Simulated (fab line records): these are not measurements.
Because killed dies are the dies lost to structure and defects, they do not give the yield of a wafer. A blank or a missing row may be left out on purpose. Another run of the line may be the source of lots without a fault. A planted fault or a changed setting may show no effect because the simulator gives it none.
fab line records + flow n5-finfet
[record]
- lots = 5
- wafers = 14
- last-day = 18
route steps=1938 shown BEOL_M13@1693 PASSIVATION@1936
lots that met no fault: from a run of the same line without faults
start-h: hours from the record's opening day to when the first of the lot's shown wafers began + wait-h: hours elapsed since this lot's preceding step + " unchanged from the row above + L1.1+2: a single row standing in for several wafers + - value missing, or start not given + * or withheld: withheld + < > ~ a bound
route shown NAME@n: a module of which the file shows steps, and the number in the route of the first + usual: mean/standard deviation taken from wafers without a fault + same: alike in all rows + chamber/n: place in a boat + sites: per-site readings + _std_site: their standard deviation + _edge_site: outer sites' mean less inner sites' + radius-mm: for every site, how far away it sits from the centre of the wafer + mask NAME#n: copy n + behind: the most recent tool/chamber to have shaped the wafer + hold: the reason the lot was held/the length of the hold in hours/how it ended + device: names the non-switching transistor (n, p or np) + end of line: at the end of the route, the tests of the same wafers + where a step has no rows: the recipe by itself + killed: at the first sort, the dies lost to defects and structure; wafer yield is something else + map: per-die view of a wafer (x killed, . not killed, _ where there is no die)
set.NAME: the setting as run; set.NAME@STEP: as run at that earlier step + model.NAME: the simulator's own value behind a step, which no gauge read
lots at selected steps of the route; one table per step, one row per wafer
services: when a tool's chamber went out of use (start-h, in hours from the record's first day, below 0 if earlier), for how many hours, and the reason
[[steps]]
[step N5_BEOL_M13_ETCH_67]
[recipe]
- chemistry = CF4
- target = SiARC
- target-depth-a = 1430
- time-s = 238.3
- ion-energy-ev = 80
- pressure-mtorr = 40
- source-w = 545
- bias-w = 36
- Ar_flow_sccm = 100
- cf4-flow-sccm = 100
- ends = cleared
[usual]
- cf4-flow-sccm = 99.95/0.27
- drypump-motor-current-A = 5.4/0.45
- etch-rf-on-time-s = 242/7.3
- mfc-ar-sccm = 100.0/0.33
- oes-product-au = 0.69/0.063
- rf-vpp-V = 183.9/1.1
- showerhead-plenum-p-Torr = 2.12/0.056
- throttle-valve-pct = 15.63/0.26
| lot.wafer | tool        | chamber | start-h | wait-h | cf4-flow-sccm | drypump-motor-current-A | etch-rf-on-time-s | mfc-ar-sccm | oes-product-au | rf-hours-counter-h | rf-vpp-V | showerhead-plenum-p-Torr | throttle-valve-pct |
|-----------|-------------|---------|---------|--------|---------------|-------------------------|-------------------|-------------|----------------|--------------------|----------|--------------------------|--------------------|
| L555.1    | rie-diel-06 | 2       | 259.63  | 0.0    | 99.97         | 5.6                     | 247               | 99.7        | 0.63           | 149                | 183.2    | 2.08                     | 16.01              |
| L555.3    | "           | 1       | "       | "      | 100.04        | 6.3                     | 247               | 99.8        | 0.71           | 52                 | 186.5    | 2.26                     | 15.50              |
| L555.5    | "           | 2       | "       | "      | 99.66         | 5.6                     | 246               | 99.9        | 0.64           | -                  | 183.5    | 2.08                     | 15.99              |
| L556.2    | rie-diel-06 | 2       | 265.94  | 0.0    | 99.96         | 5.7                     | 244               | 99.9        | 0.63           | 151                | 184.1    | 2.08                     | 16.00              |
| L556.5    | "           | 2       | "       | "      | 100.39        | 5.6                     | 242               | 99.8        | 0.64           | -                  | 182.5    | 2.08                     | 16.02              |
| L556.6    | "           | 3       | "       | "      | 99.47         | 4.8                     | 240               | 100.0       | 0.71           | -                  | 182.7    | 2.08                     | 15.24              |
| L559.1    | rie-diel-04 | 3       | 285.32  | 0.0    | 100.18        | 4.8                     | 230               | 99.9        | 0.79           | 31                 | 183.7    | 2.11                     | 15.29              |
| L559.3    | "           | 2       | "       | "      | 99.89         | 5.2                     | 256               | 100.9       | 0.70           | 64                 | 185.2    | 2.16                     | 15.51              |
| L559.6    | "           | 1       | "       | "      | 99.95         | 5.4                     | 243               | 99.8        | 0.59           | -                  | 183.4    | 2.11                     | 15.99              |
| L572.3    | rie-diel-05 | 2       | 374.47  | 0.0    | 100.11        | 5.8                     | 234               | 99.2        | 0.67           | 117                | 184.5    | 2.13                     | 15.52              |
| L572.6    | "           | 2       | "       | "      | 100.20        | 5.8                     | 234               | 99.5        | 0.68           | -                  | 184.7    | 2.13                     | 15.51              |
| L574.2    | rie-diel-06 | 0       | 389.41  | 0.0    | 100.02        | 5.0                     | 242               | 99.9        | 0.76           | 29                 | 184.8    | 2.09                     | 15.61              |
| L574.3    | "           | 2       | "       | "      | 100.29        | 5.7                     | 246               | 100.1       | 0.60           | 191                | 183.2    | 2.07                     | 16.08              |
| L574.4    | "           | 3       | "       | "      | 99.83         | 4.8                     | 242               | 100.5       | 0.68           | 97                 | 184.8    | 2.06                     | 15.30              |
[step N5_BEOL_M13_ETCH_68]
[recipe]
- chemistry = N2/H2
- target = SOC
- mask-material = SiARC
- source-w = 3000
- bias-w = 350
- temp-c = 40
- time-s = 355
- ion-energy-ev = 200
- pressure-mtorr = 30
- n2-flow-sccm = 200
- h2-flow-sccm = 200
[step N5_BEOL_M13_STRIP_69]
[recipe]
- chemistry = N2/H2
- temp-c = 40
- n2-flow-sccm = 200
- h2-flow-sccm = 200
- rf-frequency-hz = 6e+07
[step N5_BEOL_M13_TRENCH_ETCH_34]
[recipe]
- chemistry = C4F8/O2/Ar
- target = SiOC
- target-depth-a = 4134.7
- mask-material = SOC
- pressure-mtorr = 30
- source-w = 3000
- bias-w = 700
- Ar_flow_sccm = 400
- C4F8_flow_sccm = 15
- O2_flow_sccm = 8
- he-inner-torr = 15
- he-outer-torr = 30
- time-s = 162.6
- ion-energy-ev = 250
[usual]
- drypump-motor-current-A = 5.4/0.45
- mfc-ar-sccm = 399.9/1.1
- oes-product-au = 0.81/0.073
- rf-vpp-V = 664.8/2.7
- showerhead-plenum-p-Torr = 3.39/0.09
- throttle-valve-pct = 24.24/0.24
| lot.wafer | tool        | chamber | start-h | wait-h | drypump-motor-current-A | mfc-ar-sccm | oes-product-au | rf-hours-counter-h | rf-vpp-V | showerhead-plenum-p-Torr | throttle-valve-pct |
|-----------|-------------|---------|---------|--------|-------------------------|-------------|----------------|--------------------|----------|--------------------------|--------------------|
| L555.1    | rie-diel-06 | 2       | 260.00  | 0.0    | 5.6                     | 401.1       | 0.75           | 149                | 661.9    | 3.30                     | 24.60              |
| L555.3    | "           | 1       | "       | "      | 6.3                     | 400.4       | 0.84           | 52                 | 669.5    | 3.58                     | 24.01              |
| L555.5    | "           | 2       | "       | "      | 5.6                     | 400.6       | 0.75           | -                  | 661.2    | 3.30                     | 24.61              |
| L556.2    | rie-diel-06 | 2       | 266.30  | 0.0    | 5.6                     | 399.9       | 0.75           | 152                | 661.1    | 3.30                     | 24.62              |
| L556.5    | "           | 2       | "       | "      | 5.6                     | 400.4       | 0.75           | -                  | 661.6    | 3.30                     | 24.61              |
| L556.6    | "           | 3       | "       | "      | 4.8                     | 398.4       | 0.83           | -                  | 662.1    | 3.32                     | 23.85              |
| L559.1    | rie-diel-04 | 3       | 285.69  | 0.0    | 4.8                     | 399.7       | 0.92           | 31                 | 663.8    | 3.38                     | 24.01              |
| L559.3    | "           | 2       | "       | "      | 5.2                     | 401.7       | 0.84           | 64                 | 665.9    | 3.47                     | 24.33              |
| L559.6    | "           | 1       | "       | "      | 5.4                     | 400.6       | 0.69           | -                  | 664.8    | 3.38                     | 24.58              |
| L572.3    | rie-diel-05 | 2       | 374.83  | 0.0    | 5.8                     | 398.5       | 0.77           | 118                | 666.0    | 3.41                     | 24.07              |
| L572.6    | "           | 2       | "       | "      | 5.8                     | 400.2       | 0.78           | -                  | 666.0    | 3.40                     | 24.05              |
| L574.2    | rie-diel-06 | 0       | 389.78  | 0.0    | 5.1                     | 398.2       | 0.89           | 29                 | 664.5    | 3.34                     | 24.32              |
| L574.3    | "           | 2       | "       | "      | 5.6                     | 397.0       | 0.72           | 191                | 662.4    | 3.28                     | 24.65              |
| L574.4    | "           | 3       | "       | "      | 4.8                     | 400.1       | 0.78           | 97                 | 662.8    | 3.31                     | 23.90              |
[step N5_BEOL_M13_STRIP_70]
[recipe]
- chemistry = C4F8/O2/Ar
- resist = SiARC
- rf-frequency-hz = 6e+07
[step N5_BEOL_M13_OCD_MEAS_35]
[usual]
- trench-depth-nm = 413/7.1
| lot.wafer | tool   | chamber | start-h | wait-h | trench-depth-nm |
|-----------|--------|---------|---------|--------|-----------------|
| L555.1    | ocd-01 | -       | 260.17  | 0.0    | 411             |
| L555.3    | "      | -       | "       | "      | 412             |
| L555.5    | "      | -       | "       | "      | 412             |
| L556.2    | ocd-02 | -       | 266.48  | 0.0    | 412             |
| L556.5    | "      | -       | "       | "      | 412             |
| L556.6    | "      | -       | "       | "      | 403             |
| L559.1    | ocd-01 | -       | 285.86  | 0.0    | 427             |
| L559.3    | "      | -       | "       | "      | 412             |
| L559.6    | "      | -       | "       | "      | 405             |
| L572.3    | ocd-01 | -       | 375.01  | 0.0    | 410             |
| L572.6    | "      | -       | "       | "      | 413             |
| L574.2    | ocd-02 | -       | 389.95  | 0.0    | 405             |
| L574.3    | "      | -       | "       | "      | 409             |
| L574.4    | "      | -       | "       | "      | 399             |
[step N5_BEOL_M13_STRIP_37]
[recipe]
- chemistry = N2/H2
- power-w = 1000
- temp-c = 250
- h2-frac = 0.65
- overash-fraction = 0.3
- pressure-mtorr = withheld
- n2-flow-sccm = 1750
- h2-flow-sccm = 3250
[step N5_BEOL_M13_ETCH_38]
[recipe]
- chemistry = CF4/N2
- target = SiCN
- target-depth-a = 675
- taper-deg = 2
- time-s = 71.9
- ion-energy-ev = 150
- mask-material = SiO2
- pressure-mtorr = 40
- source-w = 430
- bias-w = 70
- Ar_flow_sccm = 100
- cf4-flow-sccm = 60
- n2-flow-sccm = 60
[usual]
- cf4-flow-sccm = 60.01/0.17
- drypump-motor-current-A = 5.5/0.42
- mfc-ar-sccm = 100.00/0.28
- oes-product-au = 0.79/0.077
- rf-vpp-V = 381.9/1.7
- showerhead-plenum-p-Torr = 2.19/0.059
- throttle-valve-pct = 15.49/0.24
| lot.wafer | tool        | chamber | start-h | wait-h | cf4-flow-sccm | drypump-motor-current-A | mfc-ar-sccm | oes-product-au | rf-hours-counter-h | rf-vpp-V | showerhead-plenum-p-Torr | throttle-valve-pct |
|-----------|-------------|---------|---------|--------|---------------|-------------------------|-------------|----------------|--------------------|----------|--------------------------|--------------------|
| L555.1    | rie-diel-06 | 2       | 260.38  | -      | 60.00         | 5.6                     | 99.99       | 0.74           | 150                | 380.6    | 2.13                     | 15.80              |
| L555.3    | "           | 1       | "       | "      | 59.84         | 6.2                     | 100.10      | 0.82           | 52                 | 387.7    | 2.32                     | 15.32              |
| L555.5    | "           | 2       | "       | "      | 59.97         | 5.6                     | 100.21      | 0.74           | -                  | 379.3    | 2.13                     | 15.77              |
| L556.2    | rie-diel-05 | 0       | 266.95  | -      | 60.23         | 5.2                     | 100.42      | 0.74           | 147                | 379.6    | 2.12                     | 15.63              |
| L556.5    | "           | 1       | "       | "      | 60.16         | 5.8                     | 99.30       | 0.80           | -                  | 381.2    | 2.20                     | 15.41              |
| L556.6    | "           | 2       | "       | "      | 60.06         | 5.8                     | 100.36      | 0.80           | -                  | 383.4    | 2.21                     | 15.32              |
| L559.1    | rie-diel-06 | 0       | 290.90  | -      | 60.08         | 5.0                     | 99.72       | 0.97           | 0                  | 380.0    | 2.17                     | 15.38              |
| L559.3    | "           | 3       | "       | "      | 60.11         | 4.8                     | 100.22      | 0.83           | 70                 | 380.7    | 2.14                     | 15.11              |
| L559.6    | "           | 2       | "       | "      | 59.90         | 5.6                     | 99.73       | 0.73           | -                  | 378.8    | 2.13                     | 15.81              |
| L572.3    | rie-diel-05 | 0       | 375.16  | -      | 59.49         | 5.1                     | 99.89       | 0.72           | 180                | 379.5    | 2.11                     | 15.70              |
| L572.6    | "           | 0       | "       | "      | 59.86         | 5.1                     | 99.63       | 0.72           | -                  | 380.1    | 2.11                     | 15.70              |
| L574.2    | rie-diel-06 | 2       | 393.69  | -      | 60.14         | 5.7                     | 100.21      | 0.70           | 192                | 379.2    | 2.12                     | 15.87              |
| L574.3    | "           | 0       | "       | "      | 60.09         | 5.0                     | 99.73       | 0.88           | 30                 | 381.4    | 2.16                     | 15.47              |
| L574.4    | "           | 1       | "       | "      | 60.05         | 6.3                     | 99.89       | 0.77           | 92                 | 385.2    | 2.31                     | 15.40              |
[step N5_BEOL_M13_PRECLEAN_39]
[recipe]
- chemistry = residue-remover
- time-s = 60
- temp-c = 40
[step N5_BEOL_M13_SRD_40]
[recipe]
- time-s = 30
- temp-c = 23
- rinse-liquid = diw
- dry = n2-spin
- spin-rpm = 1500
- dry-time-s = 30
[step N5_BEOL_M13_DEGAS_41]
[recipe]
- ambient = vacuum
- temp-c = 250
- time-s = 60
[step N5_BEOL_M13_PRE_CLEAN_42]
[recipe]
- gas = H2/He
- time-s = 30
- temp-c = 250
[usual]
- heater-power-w = 330/32
| lot.wafer | tool           | chamber | start-h | wait-h | heater-power-w |
|-----------|----------------|---------|---------|--------|----------------|
| L555.1    | pvd-sputter-03 | -       | 261.11  | 0.0    | 364            |
| L555.3    | "              | -       | "       | "      | 362            |
| L555.5    | "              | -       | "       | "      | 318            |
| L556.2    | pvd-sputter-01 | -       | 267.34  | 0.0    | 327            |
| L556.5    | "              | -       | "       | "      | 357            |
| L556.6    | "              | -       | "       | "      | 287            |
| L559.1    | pvd-sputter-02 | -       | 291.35  | 0.0    | 290            |
| L559.3    | "              | -       | "       | "      | 348            |
| L559.6    | "              | -       | "       | "      | 343            |
| L572.3    | pvd-sputter-03 | -       | 375.40  | 0.0    | 367            |
| L572.6    | "              | -       | "       | "      | 334            |
| L574.2    | pvd-sputter-01 | -       | 394.13  | 0.0    | 380            |
| L574.3    | "              | -       | "       | "      | 283            |
| L574.4    | "              | -       | "       | "      | 322            |
[step N5_BEOL_M13_SPUTTER_43]
[recipe]
- material = TaN
- target-thk-a = 150
- temp-c = 50
- bias-v = 168.6
- power-w = 15000
- chamber-pressure-pa = 0.12
- time-s = 24.19
[usual]
- throttle-valve-pct = 30.1/0.94
| lot.wafer | tool           | chamber | start-h | wait-h | throttle-valve-pct | model.TaN_of_BEOL_M13_SPUTTER_43.thk-nm |
|-----------|----------------|---------|---------|--------|--------------------|-----------------------------------------|
| L555.1    | pvd-sputter-03 | -       | 261.15  | 0.0    | 30.5               | 15.2                                    |
| L555.3    | "              | -       | "       | "      | 30.2               | 14.8                                    |
| L555.5    | "              | -       | "       | "      | 29.8               | 15.4                                    |
| L556.2    | pvd-sputter-01 | -       | 267.38  | 0.0    | 29.2               | 15                                      |
| L556.5    | "              | -       | "       | "      | 29.6               | 15                                      |
| L556.6    | "              | -       | "       | "      | 29.9               | 15.2                                    |
| L559.1    | pvd-sputter-02 | -       | 291.39  | 0.0    | 29.6               | 14.4                                    |
| L559.3    | "              | -       | "       | "      | 29.5               | 14.8                                    |
| L559.6    | "              | -       | "       | "      | 30.0               | 14.8                                    |
| L572.3    | pvd-sputter-03 | -       | 375.44  | 0.0    | 30.4               | 15                                      |
| L572.6    | "              | -       | "       | "      | 31.5               | 19.8                                    |
| L574.2    | pvd-sputter-01 | -       | 394.17  | 0.0    | 28.5               | 14.8                                    |
| L574.3    | "              | -       | "       | "      | 30.1               | 15.2                                    |
| L574.4    | "              | -       | "       | "      | 29.2               | 15                                      |
[step N5_BEOL_M13_SPUTTER_44]
[recipe]
- material = Ta
- target-thk-a = 100
- temp-c = 50
- bias-v = 80
- power-w = 15000
- chamber-pressure-pa = 0.07
- time-s = 16.13
[step N5_BEOL_M13_SPUTTER_45]
[recipe]
- material = Cu
- target-thk-a = 800
- temp-c = -20
- bias-v = 60
- power-w = 26000
- chamber-pressure-pa = 0.13
- time-s = 13.33
[step N5_BEOL_M13_ECD_47]
[recipe]
- material = Cu
- target-thk-a = 9360
[step N5_BEOL_M13_ANNEAL_48]
[recipe]
- temp-c = 225
- time-s = 90
- ambient = N2
[usual]
- wafer_temp_C_max = 226.0/0.41
| lot.wafer | tool          | chamber | start-h | wait-h | wafer_temp_C_max |
|-----------|---------------|---------|---------|--------|------------------|
| L555.1    | rtp-anneal-01 | 0       | 261.76  | 0.3    | 225.5            |
| L555.3    | "             | 0       | "       | "      | 225.5            |
| L555.5    | "             | 0       | "       | "      | 225.7            |
| L556.2    | rtp-anneal-01 | 0       | 268.21  | 0.5    | 225.7            |
| L556.5    | "             | 0       | "       | "      | 226.0            |
| L556.6    | "             | 0       | "       | "      | 225.8            |
| L559.1    | rtp-anneal-02 | 0       | 291.84  | 0.1    | 226.4            |
| L559.3    | "             | 0       | "       | "      | 226.6            |
| L559.6    | "             | 0       | "       | "      | 226.5            |
| L572.3    | rtp-anneal-01 | 0       | 376.13  | 0.3    | 226.1            |
| L572.6    | "             | 0       | "       | "      | 225.4            |
| L574.2    | rtp-anneal-01 | 0       | 394.65  | 0.2    | 225.7            |
| L574.3    | "             | 0       | "       | "      | 226.0            |
| L574.4    | "             | 0       | "       | "      | 225.7            |
[step N5_BEOL_M13_CMP_49]
[recipe]
- stop-on = SiOC
- t-overpolish-s = 17.1
- down-force-psi = 1
- platen-rpm = 50
- clearing-platen-down-force-psi = 1.5
- clearing-platen-rpm = 50
- post-cmp-clean = cu-alkaline
- target-thk-nm = 420
- clearing-platen-pad-velocity-m-s = 0.99484
- pad-velocity-m-s = 0.99484
[usual]
- barrier-field-endpoint-s = 30.4/1
- motor-current-A = 6.1/0.62
- retaining-ring-pressure-frac = 0.999/0.0047
- slurry-filter-dp-kPa = 13.48/0.14
| lot.wafer | tool   | chamber | start-h | wait-h | barrier-field-endpoint-s | motor-current-A | retaining-ring-pressure-frac | slurry-filter-dp-kPa |
|-----------|--------|---------|---------|--------|--------------------------|-----------------|------------------------------|----------------------|
| L555.3    | cmp-04 | 0       | 262.05  | 0.2    | 30.1                     | 5.3             | 1.000                        | 13.34                |
| L555.1    | "      | 2       | "       | "      | 31.1                     | 6.8             | 1.012                        | 13.49                |
| L555.5    | "      | 0       | "       | "      | 30.3                     | 4.9             | 1.000                        | 13.51                |
| L556.2    | cmp-02 | 1       | 268.47  | 0.2    | 29.1                     | 7.0             | 1.003                        | 13.38                |
| L556.5    | "      | 1       | "       | "      | 28.9                     | 7.0             | 0.994                        | 13.52                |
| L556.6    | "      | 2       | "       | "      | 29.0                     | 6.3             | 1.003                        | 13.65                |
| L559.1    | cmp-01 | 1       | 292.13  | 0.3    | 28.2                     | 5.9             | 0.999                        | 13.53                |
| L559.3    | "      | 0       | "       | "      | 29.3                     | 5.6             | 0.993                        | 13.86                |
| L559.6    | "      | 2       | "       | "      | 28.9                     | 6.1             | 1.004                        | 13.49                |
| L572.3    | cmp-04 | 1       | 376.43  | 0.3    | 30.3                     | 5.0             | 0.998                        | 13.52                |
| L572.6    | "      | 3       | "       | "      | 37.5                     | 5.9             | 0.996                        | 13.62                |
| L574.4    | cmp-02 | 0       | 394.90  | 0.1    | 30.0                     | 6.5             | 0.998                        | 13.30                |
| L574.3    | "      | 1       | "       | "      | 29.9                     | 7.0             | 0.993                        | 13.42                |
| L574.2    | "      | 3       | "       | "      | 31.5                     | 6.1             | 1.002                        | 13.59                |
[step N5_BEOL_M13_THK_MEAS_50]
[recipe]
- thk-meas-gauge = xrf
- reads = Cu_of_BEOL_M13_ECD_47
[usual]
- M13_THK = 415/10
| lot.wafer | tool          | chamber | start-h | wait-h | M13_THK[nm] |
|-----------|---------------|---------|---------|--------|-------------|
| L555.1    | film-metro-01 | -       | 262.35  | -      | 421         |
| L555.3    | "             | -       | "       | "      | 420         |
| L555.5    | "             | -       | "       | "      | 418         |
| L556.2    | film-metro-01 | -       | 268.76  | -      | 412         |
| L556.5    | "             | -       | "       | "      | 416         |
| L556.6    | "             | -       | "       | "      | 405         |
| L559.1    | film-metro-01 | -       | 292.43  | -      | 432         |
| L559.3    | "             | -       | "       | "      | 418         |
| L559.6    | "             | -       | "       | "      | 411         |
| L572.3    | film-metro-02 | -       | 376.65  | -      | 404         |
| L572.6    | "             | -       | "       | "      | 400         |
| L574.2    | film-metro-01 | -       | 395.32  | -      | 414         |
| L574.3    | "             | -       | "       | "      | 416         |
| L574.4    | "             | -       | "       | "      | 407         |
[step N5_PASSIVATION_PROBE_49]
[usual]
- defect-limited-yield = 91.5/1.5
- killed_at_M0_to_M3 = 33/9.9
- killed_at_M4_up = 14/5.2
- killed-at-contacts = 11/5.2
- killed-at-front-end = 38/10
- killed-at-other = 4/3.5
- killed-dies = 100/18
- killed-on-rim = 13/4.1
- killed-open = 66/14
- killed-short = 32/6.9
- sort_bin_4_leakage = 0.00/0.027
- sort_bin_5_function = 5.0/1
- sort_bin_6_memory = 3.1/0.69
- sort-n-pass = 1080/18
- sort-yield-pct = 91.5/1.5
[same]
- gross-dies = 1180
- killed-at-back-side = 0
- sort_bin_8_speed[%] = 0
| lot.wafer | tool      | chamber | start-h | wait-h | defect-limited-yield[%] | killed_at_M0_to_M3 | killed_at_M4_up | killed-at-contacts | killed-at-front-end | killed-at-other | killed-dies | killed-on-rim | killed-open | killed-short | sort_bin_4_leakage[%] | sort_bin_5_function[%] | sort_bin_6_memory[%] | sort-n-pass | sort-yield-pct[%] |
|-----------|-----------|---------|---------|--------|-------------------------|--------------------|-----------------|--------------------|---------------------|-----------------|-------------|---------------|-------------|--------------|-----------------------|------------------------|----------------------|-------------|-------------------|
| L555.1    | prober-01 | -       | 292.65  | 0.0    | 89.8                    | 44                 | 12              | 16                 | 47                  | 1               | 120         | 14            | 82          | 36           | 0                     | 5.9                    | 3.9                  | 1060        | 89.8              |
| L555.3    | prober-01 | -       | 292.75  | 0.1    | 94.0                    | 21                 | 9               | 12                 | 27                  | 2               | 71          | 5             | 47          | 23           | 0                     | 3.5                    | 2.2                  | 1109        | 94.0              |
| L555.5    | prober-01 | -       | 292.85  | 0.2    | 93.2                    | 25                 | 13              | 11                 | 24                  | 7               | 80          | 7             | 63          | 16           | 0.17                  | 4.2                    | 2.5                  | 1098        | 93.1              |
| L556.2    | prober-01 | -       | 297.56  | 0.1    | 91.9                    | 39                 | 6               | 9                  | 38                  | 3               | 95          | 9             | 66          | 29           | 0                     | 4.8                    | 3.2                  | 1085        | 91.9              |
| L556.5    | prober-01 | -       | 297.71  | 0.2    | 91.5                    | 47                 | 11              | 13                 | 26                  | 3               | 100         | 11            | 64          | 36           | 0                     | 5.3                    | 2.9                  | 1080        | 91.5              |
| L556.6    | prober-01 | -       | 297.76  | 0.3    | 91.6                    | 28                 | 19              | 17                 | 34                  | 1               | 99          | 13            | 67          | 32           | 0                     | 5.7                    | 2.5                  | 1081        | 91.6              |
| L559.1    | prober-02 | -       | 324.23  | 0.0    | 89.9                    | 44                 | 17              | 16                 | 35                  | 7               | 119         | 18            | 81          | 38           | 0                     | 6.4                    | 3.3                  | 1061        | 89.9              |
| L559.3    | prober-02 | -       | 324.33  | 0.1    | 92.9                    | 24                 | 14              | 9                  | 25                  | 12              | 84          | 10            | 52          | 28           | 0                     | 4.4                    | 2.5                  | 1096        | 92.9              |
| L559.6    | prober-02 | -       | 324.48  | 0.3    | 90.6                    | 38                 | 20              | 7                  | 38                  | 8               | 111         | 21            | 66          | 44           | 0                     | 5.5                    | 3.7                  | 1069        | 90.6              |
| L572.3    | prober-01 | -       | 404.18  | 0.1    | 91.8                    | 41                 | 12              | 5                  | 33                  | 6               | 97          | 13            | 63          | 33           | 0                     | 5.1                    | 3.0                  | 1083        | 91.8              |
| L572.6    | prober-01 | -       | 404.33  | 0.3    | 90.8                    | 45                 | 13              | 6                  | 41                  | 4               | 109         | 17            | 66          | 33           | 0                     | 4.8                    | 3.1                  | 1071        | 90.8              |
// killed by level:class
L555.1 STI_FIN_REVEAL:geometric-particle:open=15 MOL_CONTACT_COAG:geometric-particle:open=13 BEOL_M0_SAQP:geometric-particle:short=12 FIN_SAQP:geometric-particle:open=11 BEOL_M2:geometric-particle:open=10 BEOL_M1:geometric-particle:open=9 FIN_SAQP:geometric-particle:short=8 BEOL_M8:geometric-particle:open=7
L555.3 MOL_CONTACT_COAG:geometric-particle:open=12 FIN_SAQP:geometric-particle:short=6 STI_FIN_REVEAL:geometric-particle:open=5 BEOL_M1:geometric-particle:open=5 BEOL_M0_SAQP:geometric-particle:short=5 FIN_SAQP:geometric-particle:open=4 GATE_CUT:geometric-particle:short=4 BEOL_M0_SAQP:geometric-particle:open=3
L555.5 STI_FIN_REVEAL:geometric-particle:open=10 MOL_CONTACT_COAG:geometric-particle:open=10 BEOL_M0_SAQP:geometric-particle:open=8 BEOL_M2:geometric-particle:open=6 BEOL_M0_SAQP:geometric-particle:short=5 PAD_METAL:geometric-particle:open=4 FIN_SAQP:geometric-particle:short=3 BEOL_M6:geometric-particle:open=3
L556.2 DUMMY_GATE:geometric-particle:open=10 BEOL_M0_SAQP:geometric-particle:short=10 BEOL_M1:geometric-particle:open=9 MOL_CONTACT_COAG:geometric-particle:open=8 BEOL_M0_SAQP:geometric-particle:open=8 STI_FIN_REVEAL:geometric-particle:open=6 FIN_SAQP:geometric-particle:open=4 BEOL_M2:geometric-particle:open=4
L556.5 BEOL_M0_SAQP:geometric-particle:short=12 BEOL_M0_SAQP:geometric-particle:open=10 FIN_SAQP:geometric-particle:open=9 MOL_CONTACT_COAG:geometric-particle:open=9 BEOL_M1:geometric-particle:short=7 BEOL_M2:geometric-particle:open=7 BEOL_M3:geometric-particle:open=5 MOL_CONTACT_COAG:geometric-particle:short=4
L556.6 MOL_CONTACT_COAG:geometric-particle:open=12 FIN_SAQP:geometric-particle:open=8 BEOL_M2:geometric-particle:open=7 BEOL_M3:geometric-particle:open=7 BEOL_M4:geometric-particle:open=6 FIN_SAQP:geometric-particle:short=5 BEOL_M0_SAQP:geometric-particle:short=5 MOL_CONTACT_COAG:geometric-particle:short=5
L559.1 BEOL_M3:geometric-particle:open=16 MOL_CONTACT_COAG:geometric-particle:open=13 STI_FIN_REVEAL:geometric-particle:open=8 FIN_SAQP:geometric-particle:short=6 BEOL_M1:geometric-particle:open=6 BEOL_M0_SAQP:geometric-particle:short=5 BEOL_M3:geometric-particle:short=5 DUMMY_GATE:geometric-particle:short=4
L559.3 BEOL_M3:geometric-particle:open=11 MOL_CONTACT_COAG:geometric-particle:open=7 FIN_SAQP:geometric-particle:open=5 BEOL_M0_SAQP:geometric-particle:open=5 PASS1_CAP:geometric-particle:short=5 BEOL_M0_SAQP:geometric-particle:short=4 BEOL_M5:geometric-particle:open=4 FIN_SAQP:geometric-particle:short=3
L559.6 BEOL_M3:geometric-particle:open=12 GATE_CUT:geometric-particle:short=8 BEOL_M0_SAQP:geometric-particle:short=7 ILD0:geometric-particle:short=6 BEOL_M5:geometric-particle:open=6 FIN_SAQP:geometric-particle:open=5 ILD0:geometric-particle:open=5 MOL_CONTACT_COAG:geometric-particle:open=5
L572.3 BEOL_M0_SAQP:geometric-particle:short=9 BEOL_M2:geometric-particle:open=9 BEOL_M0_SAQP:geometric-particle:open=8 BEOL_M3:geometric-particle:open=6 FIN_SAQP:geometric-particle:open=5 STI_FIN_REVEAL:geometric-particle:open=5 DUMMY_GATE:geometric-particle:open=5 MOL_CONTACT_COAG:geometric-particle:open=5
L572.6 BEOL_M0_SAQP:geometric-particle:open=16 BEOL_M3:geometric-particle:open=10 BEOL_M0_SAQP:geometric-particle:short=10 BEOL_M4:geometric-particle:open=7 HKMG_FIN:area-etch=7 FIN_SAQP:geometric-particle:open=6 STI_FIN_REVEAL:geometric-particle:open=5 STARTING-WAFER:geometric-particle:short=5
[[services]]
| tool           | chamber | start-h | hours | kind   |
|----------------|---------|---------|-------|--------|
| cmp-01         | -       | 236.25  | 10.6  | pm     |
| cmp-02         | -       | 252.02  | 4.6   | pm     |
| cmp-01         | -       | 257.26  | 2.1   | repair |
| cmp-02         | -       | 259.66  | 5.2   | repair |
| rie-diel-05    | 2       | 268.41  | 8.9   | repair |
| cmp-02         | -       | 269.14  | 1.4   | repair |
| rie-diel-04    | 0       | 281.69  | 8.8   | repair |
| cmp-04         | -       | 286.21  | 1.1   | repair |
| cmp-04         | -       | 292.15  | 4.0   | pm     |
| rie-diel-06    | 3       | 296.55  | 2.8   | repair |
| rie-diel-05    | 1       | 307.24  | 4.8   | repair |
| cmp-04         | -       | 317.03  | 4.6   | repair |
| rie-diel-06    | 1       | 338.64  | 6.6   | repair |
| cmp-01         | -       | 339.06  | 4.9   | pm     |
| cmp-01         | -       | 349.24  | 1.2   | repair |
| rie-diel-04    | 0       | 351.31  | 15.8  | repair |
| pvd-sputter-02 | -       | 362.16  | 3.7   | repair |
| rie-diel-06    | 0       | 367.43  | 7.2   | repair |
| rie-diel-06    | 3       | 369.77  | 1.9   | repair |
| cmp-01         | -       | 370.05  | 3.5   | repair |
| cmp-02         | -       | 373.50  | 4.0   | pm     |
| rie-diel-04    | 1       | 388.08  | 15.1  | repair |
| pvd-sputter-03 | -       | 389.76  | 3.1   | repair |
| cmp-04         | -       | 394.12  | 4.4   | repair |
[[key]]
[first-sign]
- step = N5_BEOL_M13_CMP_49
- reading = barrier-field-endpoint-s
- direction = up
- sigmas = 7
- usual = 30.4
- struck = 37.5
effect none on later readings
[model-effect]
- step = N5_BEOL_M13_SPUTTER_43
- value = TaN_of_BEOL_M13_SPUTTER_43.thk-nm
- without = 15.4
- struck = 19.8
met-at N5_BEOL_M13_SPUTTER_43
struck-wafers L572.6
onset-between 261.15 375.44
[fault]
- kind = process-parameter-drift
- tool = pvd-sputter-03
- chamber = -
- onset-h = 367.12
- steps = N5_BEOL_M13_SPUTTER_43
- channel = time-s
- offset = *
- shape = step
- end-h = 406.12
- scope = struck-wafers-only
- acts-in = *
- stated = *
